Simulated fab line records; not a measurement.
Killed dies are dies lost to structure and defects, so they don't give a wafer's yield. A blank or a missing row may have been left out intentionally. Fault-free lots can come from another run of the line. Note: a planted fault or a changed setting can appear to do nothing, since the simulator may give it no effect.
fab line records	flow n5_finfet
[record] lots = 9	wafers = 27	last_day = 18
route steps=1938 shown BEOL_M4@1044 PASSIVATION@1936
lots that met no fault: from a run of the same line without faults
start_h: hours from the record's opening day to when the first of the lot's shown wafers began	wait_h: hours from the lot's prior step to this one	" repeats the value in the row above	L1.1+2: several wafers, shown together as one row	- either no value or no given start	* or withheld: withheld	< > ~ a bound
route shown NAME@n: a module of which the file shows steps, and the number in the route of the first	usual: mean/standard deviation of fault-free wafers	same: alike in all rows	chamber/n: place in a boat	sites: per-site readings	_std_site: standard deviation of those values	_edge_site: mean of outer sites minus mean of inner sites	radius_mm: for every site, how far away it sits from the centre of the wafer	mask NAME#n: copy n	behind: the most recent tool/chamber to have shaped the wafer	hold: cause of the lot's hold/its duration in hours/its outcome	device: the n, p or np transistor that did not switch	end of line: the route-end tests of the same wafers	where a step has no rows: the recipe by itself	killed: dies that structure and defects cost at the first sort, which is not the same as the wafer's yield	map: per-die view of a wafer (x killed, . not killed, _ where there is no die)
set.NAME: the setting as run; set.NAME@STEP: as run at that earlier step	model.NAME: the simulator's own value behind a step, which no gauge read
a sample of lots followed through the steps of the route, with each step as a table and each wafer as a row
services: when a tool's chamber went out of use (start_h, in hours from the record's first day, below 0 if earlier), for how many hours, and the reason
[[steps]]
[step N5_BEOL_M4_HM_OPEN_17]
[recipe] chemistry = Cl2/BCl3	target_depth_a = 200	overetch_a = 60	target = TiN	mask_material = SOC	ion_energy_ev = 150	pressure_mtorr = 10	icp_w = 1000	bias_w = 126	Cl2_flow_sccm = 53.25	bcl3_flow_sccm = 21.75	Ar_flow_sccm = 25
[usual] chamber_pressure_mTorr = 10.000/0.0093	drypump_motor_current_A = 5.94/0.26	oes_product_au = 0.65/0.09	throttle_valve_pct = 22.21/0.21
lot.wafer	tool	chamber	start_h	wait_h	chamber_pressure_mTorr	drypump_motor_current_A	oes_product_au	rf_hours_counter_h	throttle_valve_pct
L541.2	rie_metal-02	0	170.29	0.0	9.996	5.79	0.72	26	22.10
L541.3	"	0	"	"	9.992	5.80	0.72	-	22.09
L541.4	"	1	"	"	9.997	5.48	0.76	-	22.14
L544.1	rie_metal-03	1	184.20	0.0	10.002	6.04	0.61	62	21.94
L544.3	"	0	"	"	9.996	6.25	0.78	-	22.21
L544.6	"	0	"	"	9.995	6.25	0.77	-	22.19
L548.2	rie_metal-01	1	212.89	0.0	9.991	6.05	0.53	107	22.62
L548.5	"	0	"	"	10.017	6.18	0.60	-	22.13
L548.6	"	1	"	"	9.989	6.07	0.54	-	22.62
L553.1	rie_metal-01	1	252.59	0.0	9.996	6.02	0.52	112	22.64
L553.3	"	0	"	"	10.007	6.22	0.59	-	22.14
L553.4	"	1	"	"	9.990	6.02	0.53	-	22.62
L554.1	rie_metal-01	1	256.46	0.0	10.001	5.97	0.52	112	22.63
L554.4	"	0	"	"	9.998	6.18	0.57	-	22.16
L554.5	"	1	"	"	9.981	6.01	0.52	-	22.64
L556.2	rie_metal-01	1	259.80	0.0	10.001	6.02	0.53	113	22.62
L556.3	"	1	"	"	10.012	6.03	0.52	-	22.64
L556.6	"	0	"	"	10.003	6.18	0.58	-	22.15
L557.1	rie_metal-02	0	261.52	0.0	9.993	5.78	0.71	33	22.12
L557.2	"	1	"	"	9.984	5.46	0.73	15	22.13
L557.3	"	0	"	"	10.001	5.78	0.70	-	22.13
L560.2	rie_metal-01	1	283.86	0.0	10.004	6.05	0.52	115	22.64
L560.3	"	1	"	"	10.002	6.04	0.52	-	22.64
L560.4	"	0	"	"	10.008	6.18	0.58	-	22.18
L561.2	rie_metal-02	1	301.30	0.0	9.998	5.48	0.72	18	22.15
L561.4	"	0	"	"	10.000	5.83	0.70	-	22.12
L561.6	"	0	"	"	10.002	5.80	0.70	-	22.10
[step N5_BEOL_M4_CD_MEAS_18]
[recipe] pitch_nm = 36	target_cd_nm = 18
[usual] cd_nm = 17.9/0.37
lot.wafer	tool	chamber	start_h	wait_h	cd_nm
L541.2	cd_sem-01	-	170.48	0.1	18.1
L541.3	"	-	"	"	17.8
L541.4	"	-	"	"	17.5
L544.1	cd_sem-02	-	184.41	0.0	18.3
L544.3	"	-	"	"	17.7
L544.6	"	-	"	"	17.7
L548.2	cd_sem-01	-	213.08	0.1	17.6
L548.5	"	-	"	"	17.4
L548.6	"	-	"	"	17.9
L553.1	cd_sem-01	-	252.82	0.0	18.4
L553.3	"	-	"	"	18.0
L553.4	"	-	"	"	17.7
L554.1	cd_sem-02	-	256.64	0.0	18.6
L554.4	"	-	"	"	18.7
L554.5	"	-	"	"	18.7
L556.2	cd_sem-02	-	259.98	0.1	17.6
L556.3	"	-	"	"	17.5
L556.6	"	-	"	"	18.0
L557.1	cd_sem-01	-	261.70	0.0	17.7
L557.2	"	-	"	"	17.9
L557.3	"	-	"	"	18.1
L560.2	cd_sem-03	-	284.14	0.1	18.2
L560.3	"	-	"	"	18.1
L560.4	"	-	"	"	18.1
L561.2	cd_sem-03	-	301.58	0.1	18.2
L561.4	"	-	"	"	17.1
L561.6	"	-	"	"	17.9
[step N5_BEOL_M4_ETCHBACK_99]
[recipe] chemistry = CHF3	target = SiO2	target_depth_a = 50	time_s = 10.4	source_w = 215	bias_w = 47	Ar_flow_sccm = 200	CHF3_flow_sccm = 12	ion_energy_ev = 100	pressure_mtorr = 30
[usual] chamber_pressure_mTorr = 30.000/0.026	drypump_motor_current_A = 5.8/0.59	oes_product_au = 0.79/0.081	rf_vpp_V = 238/4.1	showerhead_plenum_p_Torr = 2.12/0.066	throttle_valve_pct = 17.00/0.27
lot.wafer	tool	chamber	start_h	wait_h	chamber_pressure_mTorr	drypump_motor_current_A	oes_product_au	rf_hours_counter_h	rf_vpp_V	showerhead_plenum_p_Torr	throttle_valve_pct
L541.2	rie_diel-02	1	171.72	0.4	29.986	5.5	0.87	34	238	2.11	16.54
L541.3	"	3	"	"	30.017	5.9	0.70	219	245	2.13	17.33
L541.4	"	2	"	"	30.016	6.2	0.79	89	231	2.10	17.16
L544.1	rie_diel-05	3	189.32	3.7	30.036	4.9	0.82	46	239	2.11	16.61
L544.3	"	0	"	"	29.984	6.0	0.77	137	233	2.06	16.90
L544.6	"	3	"	"	29.993	4.9	0.83	-	240	2.11	16.62
L548.2	rie_diel-06	3	214.51	0.7	29.981	6.4	0.71	193	236	2.23	17.26
L548.5	"	3	"	"	30.010	6.4	0.70	-	236	2.23	17.26
L548.6	"	0	"	"	29.999	4.9	0.70	-	235	2.04	17.53
L553.1	rie_diel-05	2	255.58	2.1	29.998	6.5	0.69	232	245	2.11	17.19
L553.3	"	3	"	"	30.012	4.9	0.79	70	241	2.10	16.65
L553.4	"	0	"	"	29.992	6.0	0.75	159	235	2.05	16.93
L554.1	rie_diel-02	2	260.22	2.8	29.978	6.2	0.76	121	233	2.09	17.21
L554.4	"	1	"	"	29.998	5.5	0.83	-	238	2.10	16.64
L554.5	"	2	"	"	29.985	6.3	0.77	-	231	2.09	17.19
L556.2	rie_diel-02	1	260.85	0.1	29.972	5.5	0.84	66	237	2.10	16.62
L556.3	"	0	"	"	30.054	5.1	0.84	77	241	2.09	16.91
L556.6	"	0	"	"	30.044	5.1	0.84	-	240	2.09	16.91
L557.1	rie_diel-02	2	265.59	3.1	30.010	6.3	0.75	123	233	2.09	17.21
L557.2	"	1	"	"	29.962	5.5	0.82	68	237	2.09	16.62
L557.3	"	2	"	"	29.983	6.2	0.76	-	232	2.09	17.19
L560.2	rie_diel-05	2	289.90	4.5	29.957	6.6	0.68	244	246	2.11	17.18
L560.3	"	0	"	"	30.017	6.0	0.74	167	234	2.05	16.97
L560.4	"	3	"	"	30.052	4.9	0.78	81	239	2.10	16.69
L561.2	rie_diel-05	3	306.00	3.5	30.015	4.9	0.78	86	241	2.10	16.70
L561.4	"	1	"	"	30.016	6.3	0.86	78	242	2.10	17.03
L561.6	"	3	"	"	29.985	4.9	0.77	-	239	2.10	16.69
[step N5_BEOL_M4_ETCH_70]
[recipe] chemistry = N2/H2	target = SOC	target_depth_a = 800	overetch_a = 240	mask_material = SiARC	temp_c = 40	time_s = 130	ion_energy_ev = 200	pressure_mtorr = 30	source_w = 840	bias_w = 150	n2_flow_sccm = 200	h2_flow_sccm = 200
[usual] bias_w = 150.0/0.43	chamber_pressure_mTorr = 30.005/0.028	drypump_motor_current_A = 5.8/0.6	oes_product_au = 0.58/0.058	rf_vpp_V = 522.5/2.3	showerhead_plenum_p_Torr = 2.50/0.077	temp_c = 39.99/0.12	throttle_valve_pct = 17.7/0.36
lot.wafer	tool	chamber	start_h	wait_h	bias_w	chamber_pressure_mTorr	drypump_motor_current_A	oes_product_au	rf_hours_counter_h	rf_vpp_V	showerhead_plenum_p_Torr	temp_c	throttle_valve_pct
L541.2	rie_diel-02	1	171.75	0.0	149.3	30.026	5.5	0.64	34	523.1	2.48	40.01	17.2
L541.3	"	3	"	"	150.2	29.994	6.0	0.52	219	521.2	2.52	39.84	18.1
L541.4	"	2	"	"	149.6	29.991	6.3	0.58	89	521.4	2.47	40.02	17.8
L544.1	rie_diel-05	3	189.36	0.0	150.4	30.032	4.9	0.62	46	522.1	2.47	40.00	17.2
L544.3	"	0	"	"	150.2	29.934	6.0	0.57	137	521.4	2.46	39.77	17.7
L544.6	"	3	"	"	150.6	30.042	4.9	0.61	-	520.5	2.47	39.82	17.2
L548.2	rie_diel-06	3	214.55	0.0	150.8	30.024	6.5	0.53	193	526.5	2.65	40.11	18.2
L548.5	"	3	"	"	149.9	30.004	6.4	0.54	-	527.2	2.65	40.02	18.2
L548.6	"	0	"	"	149.5	30.011	4.9	0.52	-	521.5	2.41	39.90	18.3
L553.1	rie_diel-05	2	255.62	0.0	149.9	30.038	6.6	0.51	232	522.7	2.51	39.96	18.1
L553.3	"	3	"	"	150.6	30.060	4.9	0.59	70	522.0	2.46	40.10	17.3
L553.4	"	0	"	"	149.6	29.992	6.0	0.55	159	520.6	2.45	39.78	17.8
L554.1	rie_diel-02	2	260.25	0.0	126.0	29.997	6.3	0.56	121	466.7	2.46	39.95	17.9
L554.4	"	1	"	"	125.8	30.017	5.5	0.61	-	466.8	2.46	40.04	17.3
L554.5	"	2	"	"	126.3	30.016	6.2	0.55	-	466.5	2.46	40.01	17.9
L556.2	rie_diel-02	1	260.89	0.0	126.5	29.965	5.5	0.60	66	467.0	2.46	40.09	17.3
L556.3	"	0	"	"	126.7	30.020	5.0	0.62	77	467.4	2.49	40.27	17.8
L556.6	"	0	"	"	125.7	29.998	5.1	0.61	-	467.6	2.49	40.04	17.8
L557.1	rie_diel-02	2	265.65	0.0	126.6	29.974	6.2	0.56	123	467.1	2.46	39.94	17.9
L557.2	"	1	"	"	125.5	30.008	5.5	0.60	68	466.7	2.46	39.95	17.3
L557.3	"	2	"	"	126.0	30.019	6.2	0.56	-	466.8	2.45	39.82	17.9
L560.2	rie_diel-05	2	289.93	0.0	150.3	29.988	6.6	0.50	244	521.8	2.51	39.86	18.1
L560.3	"	0	"	"	149.8	29.988	6.0	0.55	167	521.1	2.45	39.87	17.8
L560.4	"	3	"	"	150.3	30.011	4.9	0.59	81	522.7	2.45	39.81	17.3
L561.2	rie_diel-05	3	306.04	0.0	149.8	29.976	4.9	0.59	86	521.7	2.45	39.88	17.3
L561.4	"	1	"	"	150.4	30.008	6.4	0.62	78	521.3	2.46	39.91	17.5
L561.6	"	3	"	"	149.9	29.975	4.9	0.58	-	522.1	2.45	39.95	17.3
[step N5_BEOL_M4_RC_MEAS_101]
[usual] DIBL_N = 35.9/1.7	DIBL_P = 36.0/2.2	IOFF_N = 0.16/0.031	IOFF_P = 0.21/0.039	ION_N = 678/13	ION_P = 464/8.8	SS_N = 71.5/0.61	SS_P = 73.2/0.68	VT_N = 249/3.3	VT_P = -250/3.8
lot.wafer	tool	chamber	start_h	wait_h	DIBL_N[mV/V]	DIBL_P[mV/V]	IOFF_N[nA/um]	IOFF_P[nA/um]	ION_N[uA/um]	ION_P[uA/um]	SS_N[mV/dec]	SS_P[mV/dec]	VT_N[mV]	VT_P[mV]
L541.2	prober-01	0	178.07	0.2	37.3	35.9	0.17	0.20	686	466	71.5	74.4	247	-252
L541.3	"	0	"	"	33.9	31.8	0.12	0.15	675	462	70.2	72.8	250	-253
L541.4	"	0	"	"	34.0	30.5	0.12	0.14	663	451	71.4	72.5	251	-256
L544.1	prober-02	0	195.36	0.0	35.2	35.9	0.15	0.19	670	463	70.7	72.6	247	-254
L544.3	"	0	"	"	35.0	35.4	0.14	0.18	681	463	71.9	72.4	248	-254
L544.6	"	0	"	"	36.0	36.1	0.15	0.19	679	463	71.8	73.2	250	-250
L548.2	prober-01	0	219.98	0.2	36.7	38.4	0.18	0.24	668	456	71.8	73.2	248	-246
L548.5	"	0	"	"	35.5	36.3	0.17	0.21	678	463	71.5	73.5	251	-247
L548.6	"	0	"	"	35.9	38.2	0.17	0.24	661	458	72.1	74.4	248	-247
L553.1	prober-02	0	261.70	0.0	34.3	35.5	0.17	0.20	677	457	71.5	73.0	249	-249
L553.3	"	0	"	"	37.3	39.1	0.22	0.27	689	468	72.8	73.9	245	-247
L553.4	"	0	"	"	35.8	36.8	0.19	0.22	693	464	72.2	72.6	248	-250
L554.1	prober-01	0	264.98	0.0	34.8	33.8	0.13	0.19	678	469	70.6	72.3	251	-251
L554.4	"	0	"	"	36.3	36.5	0.17	0.23	688	479	70.9	73.8	244	-247
L554.5	"	0	"	"	37.8	39.0	0.20	0.27	707	486	72.1	74.2	245	-245
L556.2	prober-02	0	265.27	0.2	33.7	34.6	0.12	0.17	669	457	71.3	72.6	255	-252
L556.3	"	0	"	"	34.4	35.5	0.14	0.18	670	460	71.1	73.0	251	-252
L556.6	"	0	"	"	34.8	36.7	0.15	0.20	674	462	71.3	72.9	251	-252
L557.1	prober-01	0	272.00	0.0	33.5	31.6	0.12	0.15	665	452	70.6	72.5	253	-253
L557.2	"	0	"	"	36.7	36.6	0.17	0.22	682	463	71.1	73.5	249	-248
L557.3	"	0	"	"	35.2	34.2	0.14	0.18	675	460	70.9	73.2	249	-250
L560.2	prober-02	0	294.82	0.2	37.5	37.3	0.19	0.28	692	472	72.1	74.0	246	-244
L560.3	"	0	"	"	34.6	33.9	0.14	0.22	679	477	70.7	72.9	251	-246
L560.4	"	0	"	"	35.9	35.3	0.16	0.23	678	470	71.8	72.9	248	-247
L561.2	prober-02	0	310.91	0.2	32.6	34.7	0.13	0.21	678	471	71.6	72.8	253	-248
L561.4	"	0	"	"	34.8	36.8	0.17	0.23	685	472	72.3	73.4	249	-250
L561.6	"	0	"	"	34.6	36.9	0.16	0.25	674	466	72.4	74.2	251	-248
[step N5_PASSIVATION_PROBE_49]
[usual] defect_limited_yield = 90.9/1.5	killed_at_M0_to_M3 = 36/10	killed_at_M4_up = 13/5.5	killed_at_contacts = 12/5.6	killed_at_front_end = 42/12	killed_at_other = 4/3.2	killed_dies = 108/18	killed_open = 71/13	killed_short = 34/7.8	sort_bin_5_function = 5.4/1	sort_bin_6_memory = 3.4/0.68	sort_n_pass = 1072/18	sort_yield_pct = 90.9/1.5
[same] gross_dies = 1180	killed_at_back_side = 0	sort_bin_4_leakage[%] = 0	sort_bin_8_speed[%] = 0
lot.wafer	tool	chamber	start_h	wait_h	defect_limited_yield[%]	killed_at_M0_to_M3	killed_at_M4_up	killed_at_contacts	killed_at_front_end	killed_at_other	killed_dies	killed_open	killed_short	sort_bin_5_function[%]	sort_bin_6_memory[%]	sort_n_pass	sort_yield_pct[%]
L544.1	prober-01	-	289.78	0.0	91.9	30	16	18	28	3	95	69	25	4.7	3.2	1085	91.9
L544.3	prober-01	-	289.88	0.1	89.5	56	1	5	58	4	124	77	39	6.4	3.0	1056	89.5
L544.6	prober-01	-	290.03	0.3	91.3	44	6	4	42	7	103	70	26	5.3	2.5	1077	91.3
L553.1	prober-01	-	376.66	0.0	90.6	33	5	8	61	4	111	70	36	5.1	3.6	1069	90.6
L553.3	prober-01	-	376.76	0.1	89.7	26	4	18	70	4	122	92	29	6.4	3.7	1058	89.7
L553.4	prober-01	-	376.81	0.2	87.7	33	7	12	89	4	145	95	49	7.9	4.0	1035	87.7
L556.2	prober-02	-	380.91	0.1	89.9	54	13	13	26	13	119	79	40	6.4	3.1	1061	89.9
L556.3	prober-02	-	380.96	0.1	88.6	41	22	19	45	8	135	94	39	7.5	3.6	1045	88.6
L556.6	prober-02	-	381.11	0.3	90.6	45	11	10	40	5	111	83	28	5.3	3.9	1069	90.6
L554.1	prober-01	-	385.70	0.0	92.9	23	13	6	38	4	84	49	35	3.5	3.1	1096	92.9
L554.4	prober-01	-	385.85	0.2	92.8	27	14	7	34	3	85	57	27	4.2	2.8	1095	92.8
L554.5	prober-01	-	385.90	0.2	92.4	34	12	9	32	3	90	73	17	4.6	2.8	1090	92.4
L557.2	prober-01	-	400.95	0.1	91.4	29	13	11	48	1	102	61	27	4.0	3.6	1078	91.4
// killed by level:class
L544.1 MOL_CONTACT_COAG:geometric_particle:open=17 BEOL_M2:geometric_particle:open=7 FIN_SAQP:geometric_particle:open=6 BEOL_M0_SAQP:geometric_particle:short=6 BEOL_M0_SAQP:geometric_particle:open=6 BEOL_M1:geometric_particle:open=6 DUMMY_GATE:geometric_particle:open=4 STARTING-WAFER:geometric_particle:open=4
L544.3 FIN_SAQP:geometric_particle:open=19 BEOL_M2:geometric_particle:open=18 FIN_SAQP:geometric_particle:short=9 BEOL_M0_SAQP:geometric_particle:short=9 BEOL_M0_SAQP:geometric_particle:open=8 BEOL_M1:geometric_particle:open=8 HKMG_FIN:area_etch=8 STI_FIN_REVEAL:geometric_particle:open=4
L544.6 BEOL_M2:geometric_particle:open=13 FIN_SAQP:geometric_particle:open=9 STI_FIN_REVEAL:geometric_particle:open=9 BEOL_M0:geometric_particle:open=9 HKMG_FIN:area_etch=7 BEOL_M0_SAQP:geometric_particle:open=6 BEOL_M0_SAQP:geometric_particle:short=5 BEOL_M5:geometric_particle:open=4
L553.1 FIN_SAQP:geometric_particle:open=19 STI_FIN_REVEAL:geometric_particle:open=15 BEOL_M0_SAQP:geometric_particle:short=12 MOL_CONTACT_COAG:geometric_particle:open=8 FIN_SAQP:geometric_particle:short=7 BEOL_M0_SAQP:geometric_particle:open=7 HKMG_FIN:area_etch=5 BEOL_M1:geometric_particle:open=4
L553.3 FIN_SAQP:geometric_particle:open=33 MOL_CONTACT_COAG:geometric_particle:open=16 FIN_SAQP:geometric_particle:short=12 STI_FIN_REVEAL:geometric_particle:open=7 BEOL_M0_SAQP:geometric_particle:short=6 GATE_CUT:geometric_particle:open=5 BEOL_M1:geometric_particle:open=5 BEOL_M3:geometric_particle:open=5
L553.4 FIN_SAQP:geometric_particle:open=23 STI_FIN_REVEAL:geometric_particle:open=20 FIN_SAQP:geometric_particle:short=17 BEOL_M3:geometric_particle:open=10 MOL_CONTACT_COAG:geometric_particle:open=9 BEOL_M0_SAQP:geometric_particle:open=6 STI_FIN_REVEAL:geometric_particle:short=5 BEOL_M0_SAQP:geometric_particle:short=5
L556.2 BEOL_M3:geometric_particle:open=18 BEOL_M0_SAQP:geometric_particle:short=15 STI_FIN_REVEAL:geometric_particle:open=10 MOL_CONTACT_COAG:geometric_particle:open=10 BEOL_M0_SAQP:geometric_particle:open=10 DUMMY_GATE:geometric_particle:open=6 BEOL_M1:geometric_particle:open=6 MIM_TOP:geometric_particle:short=5
L556.3 STI_FIN_REVEAL:geometric_particle:open=25 MOL_CONTACT_COAG:geometric_particle:open=14 BEOL_M0_SAQP:geometric_particle:short=9 BEOL_M0_SAQP:geometric_particle:open=9 BEOL_M4:geometric_particle:open=9 BEOL_M3:geometric_particle:open=7 MOL_CONTACT_COAG:geometric_particle:short=5 GATE_CUT:geometric_particle:short=4
L556.6 STI_FIN_REVEAL:geometric_particle:open=24 BEOL_M0_SAQP:geometric_particle:short=12 MOL_CONTACT_COAG:geometric_particle:open=9 BEOL_M0_SAQP:geometric_particle:open=9 BEOL_M3:geometric_particle:open=8 BEOL_M2:geometric_particle:open=5 BEOL_M0:geometric_particle:open=4 PASS1_CAP:geometric_particle:open=4
L554.1 STI_FIN_REVEAL:geometric_particle:open=11 FIN_SAQP:geometric_particle:short=8 MOL_CONTACT_COAG:geometric_particle:open=6 BEOL_M3:geometric_particle:open=6 FIN_SAQP:geometric_particle:open=5 BEOL_M0_SAQP:geometric_particle:short=5 BEOL_M2:geometric_particle:short=4 BEOL_M4:geometric_particle:open=4
L554.4 BEOL_M3:geometric_particle:open=9 DUMMY_GATE:geometric_particle:open=6 MOL_CONTACT_COAG:geometric_particle:open=6 BEOL_M2:geometric_particle:open=5 BEOL_M4:geometric_particle:open=5 STI_FIN_REVEAL:geometric_particle:open=4 GATE_CUT:geometric_particle:short=4 BEOL_M0_SAQP:geometric_particle:short=4
L554.5 BEOL_M1:geometric_particle:open=12 DUMMY_GATE:geometric_particle:open=8 MOL_CONTACT_COAG:geometric_particle:open=8 BEOL_M0_SAQP:geometric_particle:open=8 STI_FIN_REVEAL:geometric_particle:open=7 FIN_SAQP:geometric_particle:open=5 BEOL_M4:geometric_particle:open=5 STARTING-WAFER:geometric_particle:open=4
L557.2 MOL_CONTACT_COAG:geometric_particle:open=10 HKMG_FIN:area_etch=10 STI_FIN_REVEAL:geometric_particle:open=8 FIN_SAQP:geometric_particle:short=7 BEOL_M0_SAQP:geometric_particle:open=7 FIN_SAQP:geometric_particle:open=5 BEOL_M1:geometric_particle:open=5 BEOL_M7:geometric_particle:open=4
[[services]]
tool	chamber	start_h	hours	kind
rie_diel-06	1	151.02	-	clean
rie_diel-06	1	151.02	-	consumable_replace:focus_ring
rie_diel-06	1	151.02	-	consumable_replace:showerhead
rie_diel-06	1	151.02	25.5	scheduled_down
rie_diel-06	1	151.02	25.5	vent_cycle
rie_metal-03	1	155.59	6.4	repair
rie_diel-05	1	162.15	36.3	repair
rie_metal-03	-	162.97	8.4	repair
rie_metal-02	1	183.12	1.1	repair
rie_metal-02	-	191.37	2.8	pm
rie_metal-01	-	197.46	0.1	repair
rie_diel-06	2	197.89	1.5	repair
rie_diel-02	1	198.27	1.6	repair
rie_diel-06	0	220.63	6.6	repair
rie_diel-02	-	229.71	0.5	repair
rie_metal-01	0	230.40	9.5	repair
rie_metal-01	-	231.09	1.8	repair
rie_diel-05	0	258.19	9.4	repair
rie_diel-02	3	259.59	-	clean
rie_diel-02	3	259.59	-	consumable_replace:focus_ring
rie_diel-02	3	259.59	11.6	scheduled_down
rie_diel-02	3	259.59	11.6	vent_cycle
rie_diel-02	0	264.49	9.9	repair
rie_diel-06	0	287.32	-	clean
[[key]]
[first_sign] step = N5_BEOL_M4_ETCH_70	reading = bias_w	direction = down	sigmas = 55	usual = *	struck = *
[effect] step = N5_BEOL_M4_ETCH_70	reading = rf_vpp_V	direction = down	sigmas = 24	usual = 522.5	struck = 467.0
met_at N5_BEOL_M4_ETCH_70
struck_lots L554,L556,L557
[baseline_loss] step = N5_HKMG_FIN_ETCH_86	wafers = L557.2
not_acting_at N5_BEOL_M4_HM_OPEN_17,N5_BEOL_M4_CD_MEAS_18,N5_BEOL_M4_ETCHBACK_99
onset_between 171.75 260.25
[fault] kind = process_parameter_drift	tool = rie_diel-02	chamber = -	onset_h = 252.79	steps = N5_BEOL_M4_ETCH_70	channel = bias_w	offset = *	shape = step	end_h = 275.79	acts_in = *	stated = *
// baseline_loss: these wafers lose ten dies or more at that step, a loss of the line's own and not of a fault; the sort's usual values leave them out
